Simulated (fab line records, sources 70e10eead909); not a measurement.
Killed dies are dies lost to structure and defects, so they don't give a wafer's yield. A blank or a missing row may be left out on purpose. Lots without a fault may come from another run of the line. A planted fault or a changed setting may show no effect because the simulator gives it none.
fab line records | flow nand_harc
record lots=6 wafers=18 last_day=24
route steps=1159 shown A_BLC@972 A_M0@994 END@1159
lots that met no fault: from a run of the same line without faults
start_h: hours from the record's first day to the start of the lot's first wafer shown | wait_h: hours since the lot's step before | " the same as in the row above | L1.1+2: a row that stands for several wafers | - no value, or no start given | * or withheld: withheld | < > ~ a bound
route shown NAME@n: a module of which the file shows steps, and the number in the route of the first | usual: mean/standard deviation of fault-free wafers | same: alike in all rows | chamber/n: place in a boat | sites: the reading at each site | _std_site: their standard deviation | _edge_site: outer sites' mean less inner sites' | radius_mm: how far each site lies from the wafer's centre | mask NAME#n: copy n | behind: the tool/chamber that last shaped the wafer | hold: why the lot was held/for how many hours/how that ended | device: the transistor (n, p or np) that didn't switch | end of line: the same wafers' tests at the end of the route | a step without rows: its recipe alone | killed: dies lost to structure and defects at the first sort, not the wafer's yield | map: a wafer's dies, x killed, . not, _ none there
set.NAME: the setting as run; set.NAME@STEP: as run at that earlier step | model.NAME: the simulator's own value behind a step, which no gauge read
lots at some steps of the route; a table a step, a row a wafer
services: from which hour (start_h, from the record's first day; less than 0 if before it) a tool's chamber was out of use, for how many hours, and why
## steps
# step NHARC_A_BLC_PEB_08
# recipe peb_temp_c=100 peb_time_s=65
# step NHARC_A_BLC_DEVELOP_09
# recipe develop_time_s=35 dev_temp_c=23
# step NHARC_A_BLC_CD_MEAS_10
# recipe target_cd_nm=100 landing_energy_ev=500
# usual cd_nm=100.1/0.78
# columns lot.wafer tool chamber start_h wait_h cd_nm
L196.1 cd_sem-02 0 440.78 - 99.2
L196.4 " 0 " " 99.6
L196.5 " 0 " " 99.5
L198.1 cd_sem-02 0 460.20 - 100.2
L198.2 " 0 " " 100.6
L198.4 " 0 " " 99.6
L199.2 cd_sem-02 0 463.80 - 102.5
L199.4 " 0 " " 101.7
L199.5 " 0 " " 102.5
L206.3 cd_sem-02 0 503.72 - 100.0
L206.4 " 0 " " 99.4
L206.5 " 0 " " 99.4
L207.1 cd_sem-03 0 513.80 - 100.4
L207.2 " 0 " " 100.8
L207.3 " 0 " " 99.0
L208.1 cd_sem-03 0 519.78 - 99.7
L208.4 " 0 " " 99.6
L208.5 " 0 " " 101.3
# step NHARC_A_BLC_OVL_MEAS_11
# usual overlay_x_nm=-0.1/0.83 overlay_y_nm=-0.2/0.82
# columns lot.wafer tool chamber start_h wait_h overlay_x_nm overlay_y_nm
L196.1 overlay-02 - 440.87 - 0.3 0.1
L196.4 " - " " 0.0 0.2
L196.5 " - " " 0.6 0.3
L198.1 overlay-02 - 460.29 - -1.4 -0.2
L198.2 " - " " -0.6 -0.5
L198.4 " - " " -1.5 -0.3
L199.2 overlay-01 - 463.89 - 1.2 0.6
L199.4 " - " " 0.7 0.7
L199.5 " - " " 1.0 0.6
L206.3 overlay-01 - 503.81 - 0.4 0.8
L206.4 " - " " 0.8 0.4
L206.5 " - " " 0.5 0.7
L207.1 overlay-01 - 513.89 - -0.6 -0.2
L207.2 " - " " -0.7 0.0
L207.3 " - " " -0.8 -0.6
L208.1 overlay-01 - 519.86 - 1.3 -1.4
L208.4 " - " " 1.2 -1.4
L208.5 " - " " 0.9 -1.6
# step NHARC_A_BLC_INSPECT_12
# usual raw_defect_count=32/13
# columns lot.wafer tool chamber start_h wait_h raw_defect_count
L196.1 defect_inspect-02 - 440.90 0.0 17
L196.4 " - " " 23
L196.5 " - " " 21
L198.1 defect_inspect-01 - 460.32 0.0 50
L198.2 " - " " 48
L198.4 " - " " 52
L199.2 defect_inspect-02 - 463.93 0.0 15
L199.4 " - " " 5
L199.5 " - " " 15
L206.3 defect_inspect-02 - 503.86 0.1 12
L206.4 " - " " 15
L206.5 " - " " 26
L207.1 defect_inspect-01 - 513.92 0.0 23
L207.2 " - " " 29
L207.3 " - " " 14
L208.1 defect_inspect-01 - 519.90 0.0 48
L208.4 " - " " 69
L208.5 " - " " 68
# step NHARC_A_BLC_DESCUM_15
# recipe time_s=3 o2_flow_sccm=200 ar_flow_sccm=0 bias_power_w=0 chemistry=O2
# step NHARC_A_BLC_ETCH_16
# recipe target_depth_a=390 over_etch_frac=0.3 time_s=65 ion_energy_ev=80 cf4_flow_sccm=150 ar_flow_sccm=0 rf_w=300 bias_w=100 chemistry=CF4
# step NHARC_A_BLC_ETCH_17
# recipe target_depth_a=3900 over_etch_frac=0.25 time_s=609.38 ion_energy_ev=200 n2_flow_sccm=150 h2_flow_sccm=150 ar_flow_sccm=0 rf_w=400 bias_w=150 chemistry=N2/H2
# usual chamber_pressure_mTorr=30.001/0.025 drypump_motor_current_A=5.7/0.57 mfc_ar_sccm=0.014/0.019 oes_product_au=0.995/0.013 rf_vpp_V=431/3.1 showerhead_plenum_p_Torr=2.05/0.11 throttle_valve_pct=14.170/0.0097
# columns lot.wafer tool chamber start_h wait_h chamber_pressure_mTorr drypump_motor_current_A mfc_ar_sccm oes_product_au rf_hours_counter_h rf_vpp_V showerhead_plenum_p_Torr throttle_valve_pct
L196.4 rie_diel-06 1 - - 30.013 6.6 0 1.002 1 427 1.90 14.164
L196.1 " 0 " " 29.961 4.9 0.037 0.982 1 433 2.17 14.174
L196.5 " 1 " " 30.004 6.6 0 0.989 - 428 1.90 14.155
L198.1 rie_diel-06 0 - - 29.998 4.9 0.037 0.994 3 436 2.17 14.167
L198.4 " 1 " " 30.009 6.6 0 0.991 3 426 1.90 14.185
L198.2 " 2 " " 30.005 6.0 0 1.006 3 433 2.17 14.162
L199.4 rie_diel-08 2 - - 29.965 6.1 0.043 1.006 18 432 2.15 14.171
L199.2 " 0 " " 29.932 5.5 0 1.004 17 428 1.95 14.155
L199.5 " 3 " " 30.002 5.7 0.045 0.984 - 431 2.07 14.166
L206.4 rie_diel-06 3 - - 30.012 5.1 0 0.987 8 429 2.00 14.175
L206.3 " 1 " " 30.024 6.6 0 0.995 8 425 1.90 14.162
L206.5 " 3 " " 30.054 5.1 0 0.982 - 428 2.00 14.185
L207.3 rie_diel-02 1 - - 30.004 6.3 0.007 0.978 0 425 1.91 14.163
L207.1 " 3 " " 29.990 5.2 0.013 0.999 0 426 1.89 14.174
L207.2 " 0 " " 30.019 6.2 0.003 0.995 0 434 2.22 14.177
L208.4 rie_diel-08 3 - - 30.007 5.7 0.045 0.985 2 430 2.07 14.166
L208.1 " 0 " " 29.977 5.5 0 0.970 2 427 1.95 14.166
L208.5 " 1 " " 30.006 5.4 0.004 0.982 - 426 1.92 14.172
# step NHARC_A_BLC_ETCH_18
# recipe target_depth_a=9100 c4f8_flow_sccm=20 o2_flow_sccm=10 ar_flow_sccm=withheld rf_w=600 bias_w=1500 chemistry=C4F8/O2/Ar
# step NHARC_A_BLC_CD_MEAS_19
# usual cd_nm=98.9/2.7
# columns lot.wafer tool chamber start_h wait_h cd_nm
L196.1 cd_sem-02 - 441.93 - 97.4
L196.4 " - " " 100.5
L196.5 " - " " 101.1
L198.1 cd_sem-03 - 461.35 - 92.7
L198.2 " - " " 99.4
L198.4 " - " " 100.3
L199.2 cd_sem-02 - 464.96 - 100.5
L199.4 " - " " 99.2
L199.5 " - " " 102.7
L206.3 cd_sem-01 - 504.89 - 101.8
L206.4 " - " " 100.2
L206.5 " - " " 94.9
L207.1 cd_sem-02 - 517.04 - 104.4
L207.2 " - " " 100.6
L207.3 " - " " 90.4
L208.1 cd_sem-02 - 521.08 - 99.3
L208.4 " - " " 103.6
L208.5 " - " " 98.0
# step NHARC_A_BLC_STRIP_29
# recipe cf4_flow_sccm=150 ar_flow_sccm=0 bias_w=0 chemistry=CF4
# usual chamber_pressure_mTorr=50.00/0.052 drypump_motor_current_A=5.7/0.51 mfc_ar_sccm=0.015/0.019 oes_product_au=0.997/0.012 rf_vpp_V=59.3/0.86 showerhead_plenum_p_Torr=1.77/0.084 throttle_valve_pct=13.285/0.009
# columns lot.wafer tool chamber start_h wait_h chamber_pressure_mTorr drypump_motor_current_A mfc_ar_sccm oes_product_au rf_hours_counter_h rf_vpp_V showerhead_plenum_p_Torr throttle_valve_pct
L196.1 rie_diel-06 1 442.00 0.1 50.13 6.6 0 0.998 1 59.1 1.66 13.293
L196.4 " 3 " " 50.02 5.1 0 0.993 1 58.9 1.74 13.288
L196.5 " 1 " " 50.01 6.6 0 1.000 - 58.5 1.66 13.281
L198.2 rie_diel-08 0 461.44 0.1 50.01 5.4 0 1.006 17 58.7 1.70 13.270
L198.4 " 1 " " 49.99 5.4 0.004 1.004 16 60.1 1.68 13.283
L198.1 " 2 " " 50.00 6.1 0.043 0.999 18 60.6 1.85 13.283
L199.2 rie_diel-06 2 465.04 0.1 49.92 5.9 0 1.007 3 59.5 1.87 13.293
L199.4 " 3 " " 49.96 5.1 0 0.985 3 58.5 1.74 13.277
L199.5 " 2 " " 50.02 6.0 0 0.995 - 60.2 1.87 13.291
L206.4 rie_diel-06 3 504.98 0.1 49.90 5.1 0 0.975 8 58.0 1.74 13.287
L206.3 " 0 " " 50.04 4.9 0.037 0.989 9 58.9 1.87 13.286
L206.5 " 1 " " 50.10 6.6 0 0.984 - 58.6 1.66 13.281
L207.3 rie_diel-08 3 517.13 0.1 49.93 5.7 0.045 1.007 2 60.2 1.79 13.274
L207.2 " 0 " " 50.01 5.5 0 0.987 2 58.1 1.70 13.294
L207.1 " 1 " " 49.87 5.4 0.004 0.989 2 58.2 1.68 13.293
L208.4 rie_diel-08 0 521.15 0.1 50.05 5.5 0 0.988 3 59.8 1.70 13.265
L208.1 " 2 " " 50.10 6.1 0.043 1.028 3 60.9 1.85 13.278
L208.5 " 0 " " 49.99 5.5 0 0.986 - 59.3 1.70 13.266
# step NHARC_A_BLC_STRIP_21
# recipe o2_flow_sccm=500 ar_flow_sccm=0 bias_w=0 chemistry=O2
# usual chamber_pressure_mTorr=60.00/0.055 drypump_motor_current_A=5.7/0.51 mfc_ar_sccm=0.016/0.02 o2_flow_sccm=500.0/1.6 oes_product_au=0.995/0.011 rf_vpp_V=57.8/0.87 showerhead_plenum_p_Torr=3.53/0.17 throttle_valve_pct=17.037/0.0078
# columns lot.wafer tool chamber start_h wait_h chamber_pressure_mTorr drypump_motor_current_A mfc_ar_sccm o2_flow_sccm oes_product_au rf_hours_counter_h rf_vpp_V showerhead_plenum_p_Torr throttle_valve_pct
L196.4 rie_diel-06 1 442.11 0.1 60.06 6.6 0 499.8 0.998 1 56.0 3.32 17.043
L196.1 " 2 " " 59.99 6.0 0 499.7 1.007 1 57.7 3.73 17.037
L196.5 " 2 " " 59.91 5.9 0 502.4 1.010 - 56.5 3.73 17.030
L198.4 rie_diel-08 3 461.54 0.1 59.97 5.7 0.045 500.4 0.992 15 56.5 3.58 17.033
L198.2 " 0 " " 60.02 5.5 0 500.2 1.001 17 58.9 3.39 17.028
L198.1 " 1 " " 59.84 5.4 0.004 498.8 1.006 16 55.7 3.34 17.039
L199.2 rie_diel-06 0 465.16 0.1 59.92 4.9 0.037 501.7 0.981 3 57.9 3.74 17.042
L199.4 " 2 " " 60.01 6.0 0 498.8 1.008 3 56.8 3.73 17.031
L199.5 " 0 " " 59.89 4.9 0.037 500.1 0.994 - 59.6 3.74 17.037
L206.3 rie_diel-06 0 505.07 0.1 60.01 4.9 0.037 500.6 0.999 9 59.5 3.73 17.034
L206.4 " 2 " " 60.03 6.0 0 498.5 1.012 8 58.7 3.73 17.026
L206.5 " 3 " " 59.95 5.1 0 497.8 0.993 - 58.5 3.47 17.043
L207.3 rie_diel-08 1 517.24 0.1 60.05 5.4 0.004 499.3 0.989 2 57.0 3.34 17.040
L207.2 " 2 " " 59.97 6.2 0.043 501.9 1.019 2 58.2 3.70 17.030
L207.1 " 3 " " 60.05 5.7 0.045 498.3 0.985 2 57.7 3.58 17.042
L208.1 rie_diel-08 0 521.26 0.1 60.07 5.5 0 501.7 0.980 3 57.5 3.39 17.025
L208.4 " 2 " " 60.00 6.1 0.043 498.5 1.010 3 57.6 3.70 17.043
L208.5 " 0 " " 60.09 5.5 0 501.2 0.986 - 57.0 3.39 17.028
# step NHARC_A_BLC_STRIP_22
# recipe time_s=600 temp_c=30 chemistry=post_etch_residue_remover
# columns lot.wafer tool chamber start_h wait_h
L196.4+1+5 wet_bench-06 0,3,4 442.27 -
L198.1+4+2 wet_bench-01 3,5,6 461.69 -
L199.4+2+5 wet_bench-01 3,5,0 465.30 -
L206.4+5+3 wet_bench-01 0,2,4 505.22 -
L207.2+3+1 wet_bench-02 5,0,2 517.39 -
L208.4+5+1 wet_bench-06 5,6,7 521.41 -
# step NHARC_A_BLC_DEGAS_30
# recipe temp_c=300 time_s=60
# step NHARC_A_BLC_PRE_CLEAN_31
# recipe time_s=15 bias_v=250 gas=Ar
# step NHARC_A_BLC_PVD_32
# recipe target_thk_a=50 chamber_pressure_pa=5 power_w=5000 substrate_temp_c=200 time_s=17.7 material=Ti
# step NHARC_A_BLC_ALD_23
# recipe target_thk_a=30 pulse_time_s=1 ald_cycles=150 temp_c=450 material=TiN
# step NHARC_A_BLC_CVD_24
# recipe target_thk_a=1500 temp_c=300 pressure_torr=40 wf6_flow_sccm=40 h2_flow_sccm=1600 ar_flow_sccm=1560 time_s=434 material=W
# step NHARC_A_BLC_CMP_25
# recipe t_overpolish_s=30 target_thk_nm=150
# usual motor_current_A=12.3/1.1 overpolish_run_s=30.000/0.0092 time_to_endpoint_s=29.9/2.6
# columns lot.wafer tool chamber start_h wait_h motor_current_A overpolish_run_s time_to_endpoint_s
L196.4 cmp-01 1 443.56 0.3 13.8 30.024 31.4
L196.1 " 2 " " 9.3 29.995 32.0
L196.5 " 1 " " 13.5 29.994 29.6
L199.4 cmp-02 1 468.83 0.2 13.6 29.999 28.3
L199.2 " 0 " " 10.0 30.002 28.4
L199.5 " 2 " " 12.6 30.001 28.5
L198.4 cmp-01 3 468.86 0.3 12.6 29.993 32.0
L198.1 " 0 " " 10.9 29.992 28.2
L198.2 " 1 " " 12.7 29.991 31.7
L206.4 cmp-02 0 506.47 0.3 10.3 30.006 28.5
L206.3 " 1 " " 13.8 29.998 25.2
L206.5 " 0 " " 10.7 30.013 24.1
L207.3 cmp-03 3 526.23 0.2 13.3 30.000 29.7
L207.1 " 0 " " 12.5 30.015 29.8
L207.2 " 2 " " 12.3 30.004 31.4
L208.1 cmp-01 0 526.66 0.4 11.3 30.000 25.8
L208.4 " 1 " " 12.5 30.000 27.3
L208.5 " 0 " " 10.8 30.002 28.0
# step NHARC_A_BLC_SRD_27
# step NHARC_A_M0_DEP_00
# recipe target_thk_a=1500 target_thk_nm=150 temp_c=withheld pressure_torr=5 flow_sccm=200 rf_w=600 material=SiOC
# step NHARC_A_M0_DEHYDRATE_01
# recipe temp_c=150 time_s=120
# step NHARC_A_M0_HMDS_02
# recipe time_s=30
# step NHARC_A_M0_COAT_33
# recipe temp_c=200 time_s=65
# step NHARC_A_M0_COAT_03
# recipe spin_rpm=1500 resist_thk_nm=90
# step NHARC_A_M0_SOFTBAKE_04
# recipe temp_c=105 time_s=55
# step NHARC_A_M0_EBR_05
# step NHARC_A_M0_EXPOSE_06
# recipe na=1.35 target_cd_nm=80 dose_mj=83.25 mask_id=A_M0
# step NHARC_A_M0_PEB_07
# recipe peb_temp_c=100 peb_time_s=65
# step NHARC_A_M0_DEVELOP_08
# recipe develop_time_s=35 dev_temp_c=23
# step NHARC_A_M0_CD_MEAS_09
# recipe target_cd_nm=80 landing_energy_ev=500
# usual cd_nm=80.5/0.93
# columns lot.wafer tool chamber start_h wait_h cd_nm
L196.1 cd_sem-01 0 444.72 - 79.8
L196.4 " 0 " " 80.1
L196.5 " 0 " " 79.0
L198.1 cd_sem-03 0 470.01 - 80.5
L198.2 " 0 " " 81.7
L198.4 " 0 " " 81.2
L199.2 cd_sem-02 0 470.16 - 78.7
L199.4 " 0 " " 79.2
L199.5 " 0 " " 80.5
L206.3 cd_sem-03 0 507.76 - 81.2
L206.4 " 0 " " 83.1
L206.5 " 0 " " 81.9
L207.1 cd_sem-01 0 527.65 - 80.4
L207.2 " 0 " " 81.0
L207.3 " 0 " " 80.0
L208.1 cd_sem-02 0 528.15 - 78.7
L208.4 " 0 " " 79.2
L208.5 " 0 " " 78.9
# step NHARC_A_M0_OVL_MEAS_10
# recipe pitch_nm=160
# usual overlay_x_nm=0.1/0.7 overlay_y_nm=0.1/0.78
# columns lot.wafer tool chamber start_h wait_h overlay_x_nm overlay_y_nm
L196.1 overlay-02 - 444.81 - -0.2 -0.9
L196.4 " - " " 0.0 -0.9
L196.5 " - " " -0.2 -1.2
L198.1 overlay-01 - 470.10 - 0.1 0.0
L198.2 " - " " 0.9 -0.4
L198.4 " - " " 0.5 0.6
L199.2 overlay-02 - 470.25 - 0.6 0.8
L199.4 " - " " 1.0 0.4
L199.5 " - " " 1.1 0.4
L206.3 overlay-01 - 507.84 - 0.1 -1.3
L206.4 " - " " -0.2 -0.9
L206.5 " - " " 0.2 -0.9
L207.1 overlay-02 - 527.73 - -1.5 0.7
L207.2 " - " " -1.4 0.9
L207.3 " - " " -1.2 0.7
L208.1 overlay-01 - 528.24 - -0.4 -1.5
L208.4 " - " " -0.5 -1.2
L208.5 " - " " 0.0 -1.2
# step NHARC_A_M0_DESCUM_14
# recipe time_s=3 o2_flow_sccm=200 ar_flow_sccm=0 bias_power_w=0 chemistry=O2
# usual chamber_pressure_mTorr=60.00/0.049 drypump_motor_current_A=5.8/0.56 mfc_ar_sccm=0.006/0.0087 o2_flow_sccm=200.0/0.56 oes_product_au=1.009/0.015 rf_vpp_V=57.7/0.88 showerhead_plenum_p_Torr=1.89/0.086 throttle_valve_pct=11.311/0.0087
# columns lot.wafer tool chamber start_h wait_h hold chamber_pressure_mTorr drypump_motor_current_A mfc_ar_sccm o2_flow_sccm oes_product_au rf_hours_counter_h rf_vpp_V showerhead_plenum_p_Torr throttle_valve_pct
L196.4 rie_diel-07 0 444.91 0.1 - 59.94 6.4 0 200.6 1.032 2 56.4 2.00 11.329
L196.1 " 1 " " - 59.91 5.1 0.000 200.8 1.022 2 58.1 2.04 11.299
L196.5 " 0 " " - 59.92 6.4 0 200.2 1.031 - 58.0 2.00 11.309
L198.4 rie_diel-05 2 470.19 0.1 - 59.92 5.0 0.006 199.8 0.986 9 57.5 1.84 11.317
L198.1 " 3 " " - 59.95 5.6 0 199.7 0.984 10 59.2 1.88 11.319
L198.2 " 0 " " - 60.01 6.0 0.008 200.5 1.027 9 56.6 1.79 11.308
L199.2 rie_diel-05 0 475.62 5.2 await_dispo/5.1h/release 59.96 6.0 0.008 200.4 1.028 9 57.0 1.79 11.308
L199.4 " 2 " " await_dispo/5.1h/release 60.04 4.9 0.006 200.3 0.997 9 58.1 1.84 11.321
L199.5 " 3 " " await_dispo/5.1h/release 59.96 5.6 0 199.7 0.982 - 58.5 1.88 11.321
L206.3 rie_diel-07 3 509.90 1.8 await_dispo/1.8h/release 59.95 6.1 0 200.6 0.993 6 56.8 1.83 11.306
L206.5 " 0 " " await_dispo/1.8h/release 60.00 6.4 0 199.3 1.018 - 58.9 2.00 11.315
L206.4 " 2 " " await_dispo/1.8h/release 60.00 6.7 0 199.0 0.997 - 58.3 1.86 11.316
L207.1 rie_diel-05 1 527.83 0.1 - 60.02 5.7 0.031 200.7 1.005 0 56.1 1.82 11.307
L207.2 " 2 " " - 59.94 4.9 0.006 200.8 1.003 0 58.4 1.84 11.299
L207.3 " 3 " " - 60.03 5.6 0 199.8 0.993 0 57.2 1.88 11.298
L208.4 rie_diel-05 3 528.34 0.1 - 59.96 5.6 0 199.1 0.988 0 57.2 1.88 11.318
L208.1 " 1 " " - 59.99 5.6 0.031 199.6 1.011 0 56.2 1.82 11.314
L208.5 " 2 " " - 59.98 4.9 0.006 199.0 1.009 - 57.7 1.84 11.313
# step NHARC_END_SORT_01
# recipe temp_c=25
# usual killed_at_array=31/11 killed_at_other=0.5/0.78 killed_at_periphery=3.0/2 killed_dies=34/12 killed_open=3.2/2 killed_short=1.9/1.6
# same gross_dies=677
# columns lot.wafer tool chamber start_h wait_h killed_at_array killed_at_other killed_at_periphery killed_dies killed_open killed_short
L198.1 prober-02 0 510.06 2.5 41 0 3 44 4 3
L198.2 prober-02 0 510.87 2.8 50 0 3 53 6 6
L198.4 prober-02 0 512.47 3.4 54 0 1 55 5 2
L199.2 prober-01 0 516.90 2.8 89 1 4 94 3 2
L199.4 prober-01 0 518.49 3.4 51 0 3 54 1 2
L199.5 prober-01 0 519.28 3.7 71 2 3 76 3 3
L206.3 prober-01 0 574.77 3.1 72 0 1 73 6 0
L206.4 prober-01 0 575.56 3.4 65 0 3 68 6 1
L206.5 prober-01 0 576.35 3.7 102 1 3 106 6 2
# killed by level:class
L198.1 A_CHANNEL_HOLE_D1:chamber_film_flake=14 A_SLIT:chamber_film_flake=14 A_STAIRCASE:chamber_film_flake=7 P_GATE:geometric_particle:open=1 P_CONTACT:geometric_particle:open=1 P_M0:geometric_particle:open=1 A_CHANNEL_HOLE_D1:geometric_particle:short=1 A_SGD_CUT:geometric_particle:short=1
L198.2 A_CHANNEL_HOLE_D1:chamber_film_flake=15 A_SLIT:chamber_film_flake=14 A_STAIRCASE:chamber_film_flake=7 A_ONON_D1:geometric_particle:short=4 A_CHANNEL_FILL_D1:geometric_particle:open=2 A_CHANNEL_FILL_D1:chamber_film_flake=2 P_CONTACT:geometric_particle:open=1 P_M0:geometric_particle:open=1
L198.4 A_SLIT:chamber_film_flake=19 A_CHANNEL_HOLE_D1:chamber_film_flake=17 A_STAIRCASE:chamber_film_flake=9 A_M0:geometric_particle:open=2 A_CONTACT:chamber_film_flake=2 P_M1:geometric_particle:open=1 A_SOURCE_PLATE:geometric_particle:short=1 A_CHANNEL_FILL_D1:geometric_particle:short=1
L199.2 A_BLC:unspecified=74 A_CHANNEL_HOLE_D1:chamber_film_flake=6 A_CONTACT:chamber_film_flake=4 A_CHANNEL_FILL_D1:geometric_particle:short=2 P_M1:chamber_film_flake=2 P_CONTACT:geometric_particle:open=1 A_SOURCE_PLATE:geometric_particle:open=1 A_M0:geometric_particle:open=1
L199.4 A_BLC:unspecified=43 A_CHANNEL_HOLE_D1:chamber_film_flake=3 P_M1:chamber_film_flake=2 A_CONTACT:chamber_film_flake=2 P_GATE:geometric_particle:short=1 A_WL_FILL:geometric_particle:short=1 A_BLC:geometric_particle:open=1 A_STAIRCASE:chamber_film_flake=1
L199.5 A_BLC:unspecified=54 A_CHANNEL_HOLE_D1:chamber_film_flake=6 A_CONTACT:chamber_film_flake=3 A_WL_FILL:geometric_particle:short=2 A_CONTACT:geometric_particle:open=2 P_M1:chamber_film_flake=2 A_STAIRCASE:chamber_film_flake=2 THIN_TSV:chamber_film_flake=2
L206.3 A_BLC:unspecified=56 A_CHANNEL_HOLE_D1:chamber_film_flake=5 A_SGD_CUT:chamber_film_flake=4 A_ONON_D1:geometric_particle:open=2 P_M0:geometric_particle:open=1 A_SGD_CUT:geometric_particle:open=1 A_M0:geometric_particle:open=1 A_M1:geometric_particle:open=1
L206.4 A_BLC:unspecified=51 A_SGD_CUT:chamber_film_flake=4 A_CONTACT:chamber_film_flake=3 P_CONTACT:geometric_particle:open=2 A_CHANNEL_HOLE_D1:chamber_film_flake=2 P_GATE:geometric_particle:short=1 A_ONON_D1:geometric_particle:open=1 A_CHANNEL_FILL_D1:geometric_particle:open=1
L206.5 A_BLC:unspecified=79 A_CHANNEL_HOLE_D1:chamber_film_flake=9 A_WL_FILL:chamber_film_flake=3 A_CONTACT:geometric_particle:open=2 A_CONTACT:chamber_film_flake=2 P_CONTACT:geometric_particle:open=1 P_M2:geometric_particle:short=1 A_CHANNEL_HOLE_D1:geometric_particle:short=1
# map L199.2 (x killed, . not)
____________.____________
_________......._________
_______..........._______
______.............______
_____...........x..._____
____.....x...........____
____...........x.....____
___...................___
___...................___
__.....................__
__............x........__
_....x.................._
_......................._
_..xx..................._
_xxxxxxx................_
_xxxxx.................x_
xxxxxxxxx................
.xxxxxxx.................
xxxxxxx..................
xxxxxxxx.................
xxxxxxxx.................
_xxxxxxx................_
_xxxxxx................._
_x.xxxxx......x.....x..._
_xx.x.x................._
_..x..x................._
__.................x...__
__...............x...x.__
___..........x...xx...___
___...........x....x..___
____.................____
____.................____
_____..............._____
______.............______
_______..........._______
_________......._________
____________.____________
# map L206.5 (x killed, . not)
____________.____________
_________..x...._________
_______.........x._______
______...x.........______
_____..............._____
____...........x.....____
____.................____
___...................___
___...................___
__.....................__
__.........x...........__
_.......x..............._
_.....x................._
_........x.........x...._
_.x....................._
_x......................_
.........................
x...................x....
.........................
...........x.............
........x.xx.xx..........
_.......x.xxxxx........._
_......xxxxxxxx.x......._
_.......xxxxxxxx..xx.x.._
_x......xxxxxxxx........_
_.......x.xxxxxxxx..x..._
__......xxxxxxxx.......__
__......xxxxxxx.xx..x..__
___.....xxxxxxxx......___
___.......x.xxx.x.....___
____......xxxxx....x.____
____.....xxx......x..____
_____..............._____
______......x......______
_______..........._______
_________......._________
____________.____________
## services
# columns tool chamber start_h hours kind
rie_diel-06 - 418.20 9.0 pm
cmp-02 - 422.62 4.0 pm
cmp-01 - 437.60 5.6 repair
cmp-03 - 443.60 0.5 repair
cmp-02 - 451.94 3.0 repair
rie_diel-05 1 460.90 3.3 repair
rie_diel-05 2 461.31 5.2 repair
cmp-03 - 465.08 2.7 repair
rie_diel-02 2 467.67 16.4 repair
rie_diel-08 1 468.33 24.8 repair
cmp-01 - 473.52 4.0 pm
wet_bench-02 - 478.02 0.8 repair
rie_diel-08 - 478.87 9.0 pm
cmp-01 - 481.02 2.6 repair
wet_bench-06 - 481.60 8.0 pm
rie_diel-05 2 485.91 1.8 repair
rie_diel-05 3 492.39 11.5 repair
rie_diel-07 1 494.16 22.6 repair
cmp-02 - 511.02 1.5 repair
rie_diel-07 - 513.37 0.9 repair
rie_diel-05 - 517.62 9.0 pm
cmp-02 - 520.62 4.0 pm
rie_diel-06 2 522.71 3.3 repair
cmp-02 - 525.62 2.3 repair
## key
first_sign step=NHARC_END_SORT_01 reading=killed_at_array direction=up sigmas=4 usual=31 struck=75
effect step=NHARC_END_SORT_01 reading=killed_dies direction=up sigmas=3.8 usual=34 struck=78
more_kills_born_at NHARC_A_BLC_STRIP_22@wet_bench-01=357
met_at NHARC_A_BLC_STRIP_22
struck_wafers L199.2,L199.4,L199.5,L206.3,L206.4,L206.5
tester_left_out L199,L206
onset_between 461.69 465.30
also_fits NHARC_A_BLC_STRIP_29:rie_diel-06,NHARC_A_BLC_STRIP_21:rie_diel-06,NHARC_A_BLC_CMP_25:cmp-02
fault kind=chamber_particle_source tool=wet_bench-01 chamber=- onset_h=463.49 steps=NHARC_A_BLC_STRIP_22 rate_per_visit_cm2=0.67099 end_h=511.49
# tester_left_out: of these lots the tester's yield and bins aren't shown, on N5 and GAA mostly nor the transistor test; their killed dies are dies lost to structure and defects alone, not to doping, threshold or leakage, so they don't give the yield
